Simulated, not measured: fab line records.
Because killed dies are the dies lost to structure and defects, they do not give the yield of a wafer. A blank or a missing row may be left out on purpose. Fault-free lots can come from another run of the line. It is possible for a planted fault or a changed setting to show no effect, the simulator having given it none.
Matching of chambers + flow n5Finfet + 4 sister chambers for N5_BEOL_M3_ALD_98 on aldSin-04
The step deposits SiO2, target thk 2.5 nm, pulse time 1 s, co reactant pulse time 1 s. 20 wafers are shown with their chamber, then 10 later ones without.

## WAFERS WITH THEIR CHAMBER
| wafer  | chamber | heaterPowerW (W) | susceptorTempC (C) | precursorPulseHeightRel |
|--------|---------|------------------|--------------------|-------------------------|
| L076.1 | 3       | 90               | 100.06             | 1.032                   |
| L076.2 | 0       | 70               | 99.90              | 0.999                   |
| L076.4 | 1       | 78               | 100.25             | 1.012                   |
| L078.1 | 2       | 87               | 99.86              | 1.028                   |
| L078.3 | 0       | 73               | 100.09             | 0.996                   |
| L078.5 | 1       | 76               | 100.16             | 1.032                   |
| L079.3 | 3       | 89               | 100.25             | 1.017                   |
| L079.4 | 1       | 79               | 100.04             | 1.000                   |
| L079.6 | 2       | 86               | 100.07             | 1.016                   |
| L080.1 | 2       | 87               | 99.75              | 0.994                   |
| L080.2 | 0       | 73               | 99.86              | 1.015                   |
| L080.6 | 0       | 74               | 99.78              | 1.012                   |
| L082.1 | 2       | 83               | 99.82              | 0.993                   |
| L082.3 | 0       | 73               | 100.09             | 0.985                   |
| L082.6 | 2       | 87               | 99.83              | 0.982                   |
| L083.2 | 0       | 73               | 99.81              | 0.999                   |
| L083.5 | 1       | 80               | 100.21             | 0.996                   |
| L083.6 | 2       | 84               | 100.10             | 0.985                   |
| L088.1 | 0       | 74               | 100.09             | 0.995                   |
| L088.4 | 3       | 89               | 100.04             | 0.978                   |

SIGNATURES (means of the wafers above)
| reading                 | chamber 0 | chamber 1 | chamber 2 | chamber 3 | scatter within a chamber |
|-------------------------|-----------|-----------|-----------|-----------|--------------------------|
| heaterPowerW            | 72.86     | 78.25     | 85.67     | 89.33     | 1.49                     |
| susceptorTempC          | 99.9457   | 100.1650  | 99.9050   | 100.1167  | 0.131                    |
| precursorPulseHeightRel | 1.00014   | 1.01000   | 0.99967   | 1.00900   | 0.017                    |
Rule: a wafer lies at a distance from a chamber equal to the root of the sum of squares, over the readings, of (its reading less the chamber's mean, divided by the reading's scatter). The wafer belongs to the nearest chamber; if the next one is less than 2 further off, it can't be placed. How the scatter is found: for the shown wafers, subtract from each reading the mean of its chamber, square and add these, divide the total by (wafers less chambers), then take the root.

## WAFERS WITHOUT THEIR CHAMBER
| wafer  | heaterPowerW (W) | susceptorTempC (C) | precursorPulseHeightRel |
|--------|------------------|--------------------|-------------------------|
| L088.5 | 89               | 99.98              | 0.948                   |
| L089.1 | 89               | 99.79              | 1.005                   |
| L089.2 | 74               | 99.98              | 1.032                   |
| L089.6 | 79               | 100.05             | 1.011                   |
| L090.1 | 79               | 99.74              | 1.009                   |
| L090.3 | 88               | 99.84              | 1.003                   |
| L090.6 | 89               | 100.09             | 1.005                   |
| L097.3 | 89               | 99.94              | 0.979                   |
| L097.4 | 77               | 99.90              | 0.984                   |
| L097.5 | 89               | 99.84              | 1.018                   |

## WHICH CHAMBER EACH WENT THROUGH
| wafer  | from the rows above          | in truth |
|--------|------------------------------|----------|
| L088.5 | can't be placed: 3 or 2      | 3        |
| L089.1 | can't be placed: 2 or 3      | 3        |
| L089.2 | can't be placed: 0 or 1      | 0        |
| L089.6 | 1                            | 1        |
| L090.1 | can't be placed: 1 or 0 or 2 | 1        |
| L090.3 | can't be placed: 2 or 3      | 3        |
| L090.6 | 3                            | 3        |
| L097.3 | can't be placed: 3 or 2      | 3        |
| L097.4 | can't be placed: 1 or 0      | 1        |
| L097.5 | can't be placed: 3 or 2      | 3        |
Correct placement for 2 of the 10. Can't be placed from these rows: 8 (the true chamber is among the candidates in 8). Placed wrongly: 0.
